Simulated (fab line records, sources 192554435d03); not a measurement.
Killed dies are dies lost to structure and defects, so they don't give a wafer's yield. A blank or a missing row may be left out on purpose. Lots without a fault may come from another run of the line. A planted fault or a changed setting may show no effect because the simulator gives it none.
fab line records | flow n5_finfet
record lots=6 wafers=16 last_day=17
route steps=1938 shown SD_EPI_P@299 BEOL_M4@1111
lots that met no fault: from a run of the same line without faults
start_h: hours from the record's first day to the start of the lot's first wafer shown | wait_h: hours since the lot's step before | " the same as in the row above | L1.1+2: a row that stands for several wafers | - no value, or no start given | * or withheld: withheld | < > ~ a bound
route shown NAME@n: a module of which the file shows steps, and the number in the route of the first | usual: mean/standard deviation of fault-free wafers | same: alike in all rows | chamber/n: place in a boat | sites: the reading at each site | _std_site: their standard deviation | _edge_site: outer sites' mean less inner sites' | radius_mm: how far each site lies from the wafer's centre | mask NAME#n: copy n | behind: the tool/chamber that last shaped the wafer | hold: why the lot was held/for how many hours/how that ended | device: the transistor (n, p or np) that didn't switch | end of line: the same wafers' tests at the end of the route | a step without rows: its recipe alone | killed: dies lost to structure and defects at the first sort, not the wafer's yield | map: a wafer's dies, x killed, . not, _ none there
set.NAME: the setting as run; set.NAME@STEP: as run at that earlier step | model.NAME: the simulator's own value behind a step, which no gauge read
lots at some steps of the route; a table a step, a row a wafer
services: from which hour (start_h, from the record's first day; less than 0 if before it) a tool's chamber was out of use, for how many hours, and why
## steps
# step N5_SD_EPI_P_SOFTBAKE_04
# recipe temp_c=110 time_s=60 resist=CAR-ArF-block
# step N5_SD_EPI_P_EXPOSE_06
# recipe mask_id=SD_P_BLK na=1.35 source_shape=conventional sigma_outer=0.8 polarization=unpolarized target_cd_nm=240 dose_mj=39.5
# step N5_SD_EPI_P_PEB_07
# recipe peb_temp_c=110 peb_time_s=60 resist=CAR-ArF-block
# step N5_SD_EPI_P_DEVELOP_08
# recipe develop_time_s=30 developer=TMAH resist=CAR-ArF-block dev_temp_c=23 rinse_liquid=diw dry=air_spin
# step N5_SD_EPI_P_CD_MEAS_09
# recipe target_cd_nm=240 landing_energy_ev=500 detector=se_inlens
# usual cd_nm=240.2/0.8
# columns lot.wafer tool chamber start_h wait_h cd_nm
L232.1 cd_sem-02 0 65.17 - 239.3
L232.2 " 0 " " 240.0
L232.5 " 0 " " 241.0
L235.1 cd_sem-02 0 87.73 - 239.4
L235.3 " 0 " " 240.6
L235.5 " 0 " " 239.8
L244.1 cd_sem-01 0 137.62 - 239.7
L244.5 " 0 " " 240.2
L245.1 cd_sem-03 0 142.16 - 242.1
L245.5 " 0 " " 240.2
L251.2 cd_sem-02 0 178.69 - 240.0
L251.3 " 0 " " 240.3
L251.6 " 0 " " 240.9
L253.3 cd_sem-01 0 190.95 - 240.1
L253.4 " 0 " " 240.2
L253.5 " 0 " " 240.0
# step N5_SD_EPI_P_OVL_MEAS_10
# recipe points_per_wafer=44
# usual SD_P_BLK_OVL=0.4/0.72
# columns lot.wafer tool chamber start_h wait_h SD_P_BLK_OVL[nm]
L232.1 overlay-02 0 65.21 0.0 -0.5
L232.2 " 0 " " 0.1
L232.5 " 0 " " -0.3
L235.1 overlay-01 0 87.76 0.0 0.3
L235.3 " 0 " " 0.1
L235.5 " 0 " " -0.3
L244.1 overlay-02 0 137.65 0.0 1.0
L244.5 " 0 " " 1.1
L245.1 overlay-01 0 142.19 0.0 0.8
L245.5 " 0 " " 1.4
L251.2 overlay-02 0 178.73 0.0 1.2
L251.3 " 0 " " 1.1
L251.6 " 0 " " 0.7
L253.3 overlay-02 0 190.98 0.0 -0.3
L253.4 " 0 " " -1.2
L253.5 " 0 " " 0.4
# step N5_SD_EPI_P_INSPECT_11
# recipe mode=adi inspect_instrument=macro
# usual raw_defect_count=2.0/1.3
# columns lot.wafer tool chamber start_h wait_h raw_defect_count
L232.1 defect_inspect-02 - 65.23 0.0 2
L232.2 " - " " 1
L232.5 " - " " 3
L235.1 defect_inspect-02 - 87.79 0.0 1
L235.3 " - " " 2
L235.5 " - " " 2
L244.1 defect_inspect-01 - 137.67 0.0 2
L244.5 " - " " 1
L245.1 defect_inspect-01 - 142.21 0.0 3
L245.5 " - " " 4
L251.2 defect_inspect-02 - 178.76 0.0 5
L251.3 " - " " 1
L251.6 " - " " 4
L253.3 defect_inspect-02 - 191.00 0.0 1
L253.4 " - " " 0
L253.5 " - " " 4
# step N5_SD_EPI_P_DESCUM_14
# recipe chemistry=O2 time_s=7.9 source_power_w=50 bias_power_w=20 pressure_mtorr=20 rf_frequency_hz=2.712e+07 temp_c=40 resist=CAR-ArF-block o2_flow_sccm=225
# usual drypump_motor_current_A=5.8/0.44 oes_product_au=0.80/0.065 rf_vpp_V=243.3/1.2 showerhead_plenum_p_Torr=2.10/0.049 throttle_valve_pct=20.36/0.22
# columns lot.wafer tool chamber start_h wait_h drypump_motor_current_A oes_product_au rf_hours_counter_h rf_vpp_V showerhead_plenum_p_Torr throttle_valve_pct
L232.1 rie_diel-02 2 65.26 0.0 6.5 0.75 131 242.9 2.13 20.70
L232.2 " 3 " " 5.4 0.78 132 244.0 2.10 20.59
L232.5 " 0 " " 5.4 0.95 - 244.3 2.08 20.03
L235.1 rie_diel-05 1 87.94 0.2 5.7 0.77 130 244.3 2.18 20.17
L235.3 " 3 " " 6.4 0.85 62 242.3 2.06 20.70
L235.5 " 0 " " 5.8 0.74 - 242.4 2.05 20.21
L244.1 rie_diel-05 1 137.71 0.0 5.6 0.75 146 245.5 2.17 20.17
L244.5 " 0 " " 5.8 0.72 - 244.2 2.05 20.26
L245.1 rie_diel-05 0 142.77 0.6 5.9 0.72 214 242.4 2.05 20.27
L245.5 " 1 " " 5.7 0.75 - 245.1 2.17 20.19
L251.2 rie_diel-03 2 179.07 0.3 5.8 0.70 231 244.5 2.17 20.54
L251.3 " 1 " " 4.8 0.91 16 242.4 2.14 20.19
L251.6 " 3 " " 6.6 0.83 - 243.9 2.12 20.27
L253.3 rie_diel-02 1 191.36 0.4 5.7 0.81 95 243.1 2.02 20.26
L253.4 " 3 " " 5.4 0.75 165 242.9 2.09 20.64
L253.5 " 1 " " 5.7 0.81 - 241.8 2.02 20.27
# step N5_SD_EPI_P_ETCH_36
# recipe chemistry=CF4 target=SiARC target_depth_a=455 mask_material=CAR-ArF-block time_s=75.8 ion_energy_ev=80 pressure_mtorr=40 source_w=545 bias_w=36 Ar_flow_sccm=100 cf4_flow_sccm=100 ends=cleared
# usual drypump_motor_current_A=5.8/0.44 etch_rf_on_time_s=74.7/1.9 oes_product_au=0.69/0.063 rf_vpp_V=184.0/0.98 showerhead_plenum_p_Torr=2.14/0.046 throttle_valve_pct=15.50/0.22
# columns lot.wafer tool chamber start_h wait_h drypump_motor_current_A etch_rf_on_time_s oes_product_au rf_hours_counter_h rf_vpp_V showerhead_plenum_p_Torr throttle_valve_pct
L232.1 rie_diel-02 2 65.30 0.0 6.4 76.2 0.63 131 184.6 2.15 15.72
L232.2 " 3 " " 5.4 77.0 0.65 132 183.6 2.12 15.62
L232.5 " 0 " " 5.4 70.9 0.84 - 184.0 2.10 14.96
L235.1 rie_diel-05 1 87.98 0.0 5.7 74.0 0.67 130 185.6 2.22 15.38
L235.3 " 3 " " 6.4 74.6 0.73 62 184.0 2.11 15.76
L235.5 " 0 " " 5.8 76.7 0.62 - 184.2 2.13 15.65
L244.1 rie_diel-05 1 137.74 0.0 5.6 74.8 0.64 146 185.5 2.21 15.40
L244.5 " 0 " " 5.9 77.6 0.61 - 182.4 2.12 15.69
L245.1 rie_diel-05 0 142.80 0.0 5.8 76.9 0.61 214 182.2 2.12 15.68
L245.5 " 1 " " 5.7 74.0 0.65 - 184.4 2.21 15.43
L251.2 rie_diel-03 2 179.11 0.0 5.8 76.4 0.60 231 184.5 2.20 15.75
L251.3 " 1 " " 4.8 74.8 0.78 16 185.2 2.19 15.41
L251.6 " 3 " " 6.6 73.8 0.70 - 182.6 2.16 15.40
L253.3 rie_diel-02 1 191.40 0.0 5.7 74.3 0.69 95 182.8 2.07 15.41
L253.4 " 3 " " 5.4 77.6 0.63 165 184.3 2.11 15.67
L253.5 " 1 " " 5.7 74.2 0.69 - 182.5 2.07 15.43
# step N5_SD_EPI_P_ETCH_37
# recipe chemistry=N2/H2 target=SOC overetch_a=1080 mask_material=SiARC temp_c=40 ion_energy_ev=100 source_w=3000 bias_w=133 pressure_mtorr=20 time_s=486 n2_flow_sccm=200 h2_flow_sccm=200 ends=end_point
# usual drypump_motor_current_A=5.8/0.44 oes_product_au=0.71/0.057 rf_vpp_V=240.6/1.2 showerhead_plenum_p_Torr=2.54/0.052 throttle_valve_pct=23.8/0.34
# columns lot.wafer tool chamber start_h wait_h drypump_motor_current_A oes_product_au rf_hours_counter_h rf_vpp_V showerhead_plenum_p_Torr throttle_valve_pct
L232.1 rie_diel-02 2 65.35 0.0 6.5 0.67 131 241.2 2.53 23.6
L232.2 " 3 " " 5.4 0.68 132 241.5 2.57 24.3
L232.5 " 0 " " 5.4 0.84 - 239.5 2.52 23.5
L235.1 rie_diel-05 1 88.03 0.0 5.6 0.69 130 243.8 2.63 23.4
L235.3 " 3 " " 6.4 0.76 62 238.7 2.49 24.3
L235.5 " 0 " " 5.8 0.66 - 240.8 2.51 23.9
L244.1 rie_diel-05 1 137.80 0.0 5.6 0.67 146 241.7 2.62 23.4
L244.5 " 0 " " 5.8 0.65 - 239.5 2.51 23.9
L245.1 rie_diel-05 0 142.86 0.0 5.8 0.65 214 239.1 2.51 23.9
L245.5 " 1 " " 5.7 0.67 - 242.5 2.62 23.4
L251.2 rie_diel-03 2 179.16 0.0 5.7 0.63 231 242.0 2.60 23.7
L251.3 " 1 " " 4.8 0.80 16 240.4 2.61 23.5
L251.6 " 3 " " 6.7 0.73 - 242.1 2.56 23.8
L253.3 rie_diel-02 1 191.46 0.0 5.7 0.72 95 239.3 2.45 23.9
L253.4 " 3 " " 5.4 0.66 165 240.3 2.56 24.3
L253.5 " 1 " " 5.7 0.72 - 240.7 2.45 23.9
# step N5_SD_EPI_P_STRIP_38
# recipe chemistry=N2/H2 temp_c=40 n2_flow_sccm=200 h2_flow_sccm=200 rf_frequency_hz=6e+07
# step N5_SD_EPI_P_ETCHBACK_46
# recipe chemistry=CH3F/O2 mode=anisotropic_etchback target=SiNx target_depth_a=175 stop_on=SiO2 over_etch_frac=0.3 ion_energy_ev=120 pressure_mtorr=30 source_w=395 bias_w=73 Ar_flow_sccm=150 CH3F_flow_sccm=30 O2_flow_sccm=20
# usual drypump_motor_current_A=5.8/0.44 oes_product_au=0.68/0.054 rf_vpp_V=299/6.6 showerhead_plenum_p_Torr=2.00/0.04 throttle_valve_pct=16.23/0.21
# columns lot.wafer tool chamber start_h wait_h drypump_motor_current_A oes_product_au rf_hours_counter_h rf_vpp_V showerhead_plenum_p_Torr throttle_valve_pct
L232.1 rie_diel-02 2 65.68 0.0 6.4 0.64 131 300 2.01 16.47
L232.2 " 3 " " 5.4 0.66 132 306 1.98 16.37
L232.5 " 0 " " 5.4 0.81 - 308 1.98 15.81
L235.1 rie_diel-05 1 88.36 0.0 5.6 0.66 130 290 2.07 16.06
L235.3 " 3 " " 6.4 0.71 62 299 1.96 16.49
L235.5 " 0 " " 5.8 0.63 - 304 1.98 16.36
L244.1 rie_diel-05 1 138.12 0.0 5.7 0.64 146 291 2.07 16.09
L244.5 " 0 " " 5.8 0.62 - 304 1.98 16.38
L245.1 rie_diel-05 0 143.18 0.0 5.8 0.62 214 304 1.98 16.38
L245.5 " 1 " " 5.6 0.64 - 291 2.06 16.10
L251.2 rie_diel-03 2 179.49 0.0 5.7 0.59 231 295 2.06 16.43
L251.3 " 1 " " 4.8 0.77 16 306 2.04 16.08
L251.6 " 3 " " 6.6 0.69 - 295 2.00 16.04
L253.3 rie_diel-02 1 191.78 0.0 5.7 0.68 95 300 1.94 16.23
L253.4 " 3 " " 5.4 0.64 165 306 1.97 16.46
L253.5 " 1 " " 5.7 0.69 - 298 1.94 16.22
# step N5_SD_EPI_P_ETCH_47
# recipe chemistry=CH3F/O2 target=SiOCN target_depth_a=250 mask_material=SOC ion_energy_ev=60 bias_w=29 pressure_mtorr=30 source_w=410 Ar_flow_sccm=150 CH3F_flow_sccm=30 O2_flow_sccm=20
# usual drypump_motor_current_A=5.8/0.44 oes_product_au=0.80/0.071 rf_vpp_V=128.2/2.7 showerhead_plenum_p_Torr=2.00/0.04 throttle_valve_pct=16.21/0.21
# columns lot.wafer tool chamber start_h wait_h drypump_motor_current_A oes_product_au rf_hours_counter_h rf_vpp_V showerhead_plenum_p_Torr throttle_valve_pct model.etch.depth_nm
L232.1 rie_diel-02 2 65.78 0.1 6.4 0.74 131 127.9 2.01 16.42 24.82
L232.2 " 3 " " 5.4 0.77 132 130.3 1.98 16.36 25.13
L232.5 " 0 " " 5.4 0.98 - 131.3 1.98 15.78 26.37
L235.1 rie_diel-05 1 88.46 0.1 5.7 0.76 130 126.1 2.07 16.05 25.14
L235.3 " 3 " " 6.4 0.85 62 128.7 1.96 16.46 25.3
L235.5 " 0 " " 5.8 0.74 - 130.3 1.98 16.32 24.84
L244.1 rie_diel-05 1 138.22 0.1 5.6 0.75 146 123.7 2.06 16.07 24.68
L244.5 " 0 " " 5.8 0.92 - 130.0 1.98 16.38 35.51
L245.1 rie_diel-05 0 143.28 0.1 5.8 0.72 214 129.6 1.98 16.38 24.36
L245.5 " 1 " " 5.7 0.96 - 124.6 2.06 16.09 36.43
L251.2 rie_diel-03 2 179.59 0.1 5.7 0.70 231 127.0 2.06 16.42 24.63
L251.3 " 1 " " 4.8 0.92 16 130.7 2.04 16.06 25.74
L251.6 " 3 " " 6.7 0.82 - 126.6 2.00 16.00 25.44
L253.3 rie_diel-02 1 191.88 0.1 5.7 0.80 95 127.2 1.94 16.19 25.33
L253.4 " 3 " " 5.4 0.75 165 130.4 1.97 16.41 25.01
L253.5 " 1 " " 5.7 0.81 - 130.3 1.94 16.21 25.31
# step N5_SD_EPI_P_ETCH_16
# recipe chemistry=CHF3/O2 target=SiO2 target_depth_a=50 mask_material=SOC pressure_mtorr=30 source_w=650 bias_w=170 Ar_flow_sccm=200 CHF3_flow_sccm=50 O2_flow_sccm=5 ion_energy_ev=200
# usual CHF3_flow_sccm=50.00/0.14 drypump_motor_current_A=5.8/0.44 oes_product_au=0.80/0.072 rf_vpp_V=527/12 showerhead_plenum_p_Torr=2.41/0.047 throttle_valve_pct=18.78/0.2
# columns lot.wafer tool chamber start_h wait_h CHF3_flow_sccm drypump_motor_current_A oes_product_au rf_hours_counter_h rf_vpp_V showerhead_plenum_p_Torr throttle_valve_pct
L232.1 rie_diel-02 2 65.88 0.1 49.88 6.4 0.74 131 525 2.41 18.93
L232.2 " 3 " " 49.71 5.4 0.77 132 541 2.38 18.90
L232.5 " 0 " " 50.03 5.4 0.96 - 543 2.38 18.41
L235.1 rie_diel-05 1 88.56 0.1 50.05 5.7 0.77 130 513 2.50 18.66
L235.3 " 3 " " 49.77 6.4 0.85 62 527 2.37 19.12
L235.5 " 0 " " 50.06 5.9 0.73 - 537 2.39 18.87
L244.1 rie_diel-05 1 138.32 0.1 49.82 5.7 0.75 146 512 2.49 18.68
L244.5 " 0 " " 50.20 5.8 0.72 - 536 2.38 18.89
L245.1 rie_diel-05 0 143.38 0.1 50.04 5.8 0.72 214 536 2.38 18.90
L245.5 " 1 " " 50.03 5.7 0.75 - 512 2.49 18.68
L251.2 rie_diel-03 2 179.69 0.1 50.04 5.7 0.69 231 522 2.48 18.94
L251.3 " 1 " " 49.94 4.8 0.92 16 539 2.45 18.63
L251.6 " 3 " " 49.91 6.7 0.82 - 515 2.41 18.53
L253.3 rie_diel-02 1 191.98 0.1 50.07 5.7 0.81 95 527 2.34 18.77
L253.4 " 3 " " 49.86 5.4 0.74 165 540 2.37 18.96
L253.5 " 1 " " 49.94 5.7 0.81 - 524 2.33 18.75
# step N5_BEOL_M4_RC_MEAS_101
# usual DIBL_N=36.0/2.2 DIBL_P=35.9/2.6 IOFF_N=0.16/0.038 IOFF_P=0.21/0.042 ION_N=675/15 ION_P=463/10 SS_N=71.5/0.62 SS_P=73.2/0.76 VT_N=250/4.1 VT_P=-251/3.6
# columns lot.wafer tool chamber start_h wait_h DIBL_N[mV/V] DIBL_P[mV/V] IOFF_N[nA/um] IOFF_P[nA/um] ION_N[uA/um] ION_P[uA/um] SS_N[mV/dec] SS_P[mV/dec] VT_N[mV] VT_P[mV]
L232.1 prober-02 0 168.61 0.0 37.0 39.1 0.19 0.24 697 471 71.8 73.7 245 -251
L232.2 " 0 " " 35.8 36.3 0.15 0.18 670 452 70.9 73.2 254 -252
L232.5 " 0 " " 35.5 36.4 0.15 0.19 664 453 72.0 73.5 251 -254
L235.1 prober-01 0 195.21 0.0 34.6 34.5 0.14 0.19 683 470 71.3 73.1 249 -251
L235.3 " 0 " " 31.4 31.4 0.11 0.16 667 461 70.3 72.1 251 -252
L235.5 " 0 " " 35.9 36.8 0.16 0.20 689 465 71.7 73.3 249 -252
L244.1 prober-02 0 247.32 0.0 34.5 33.5 0.12 0.19 656 466 71.3 72.4 254 -250
L244.5 " 0 " " 35.4 34.5 0.13 0.21 663 470 70.8 72.6 254 -249
L245.1 prober-01 0 264.37 0.1 30.7 29.6 0.08 0.11 656 448 70.8 72.5 261 -261
L245.5 " 0 " " 34.3 35.1 0.12 0.18 661 452 71.7 73.0 254 -256
L251.2 prober-02 0 290.32 0.2 35.4 35.1 0.15 0.23 689 476 71.6 72.3 251 -248
L251.3 " 0 " " 36.3 35.1 0.17 0.23 670 457 71.5 73.2 251 -247
L251.6 " 0 " " 37.3 37.0 0.20 0.27 702 480 71.6 73.8 246 -244
L253.3 prober-02 0 306.66 0.3 34.1 34.9 0.15 0.21 684 474 71.1 73.1 247 -249
L253.4 " 0 " " 32.8 30.7 0.12 0.16 666 459 71.3 71.2 251 -253
L253.5 " 0 " " 36.8 37.0 0.20 0.25 690 472 71.9 73.3 244 -245
## services
# columns tool chamber start_h hours kind
rie_diel-02 - 89.59 0.7 repair
rie_diel-02 2 95.78 4.7 repair
rie_diel-02 3 97.68 4.5 repair
rie_diel-03 1 109.14 - clean
rie_diel-03 1 109.14 - consumable_replace:focus_ring
rie_diel-03 1 109.14 17.6 scheduled_down
rie_diel-03 1 109.14 17.6 vent_cycle
rie_diel-02 3 119.31 7.9 repair
rie_diel-05 - 122.19 0.2 repair
rie_diel-05 3 129.67 16.7 repair
rie_diel-05 - 159.80 1.1 repair
rie_diel-03 2 189.48 14.7 repair
## key
first_sign none at tools or gauges
model_effect step=N5_SD_EPI_P_ETCH_47 value=etch.depth_nm without=24.84 struck=35.97
met_at N5_SD_EPI_P_ETCH_47
struck_wafers L244.5,L245.5
onset_between 88.46 138.22
fault kind=process_parameter_drift tool=rie_diel-05 chamber=- onset_h=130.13 steps=N5_SD_EPI_P_ETCH_47 channel=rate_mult offset=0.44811 shape=step end_h=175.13 scope=struck_wafers_only
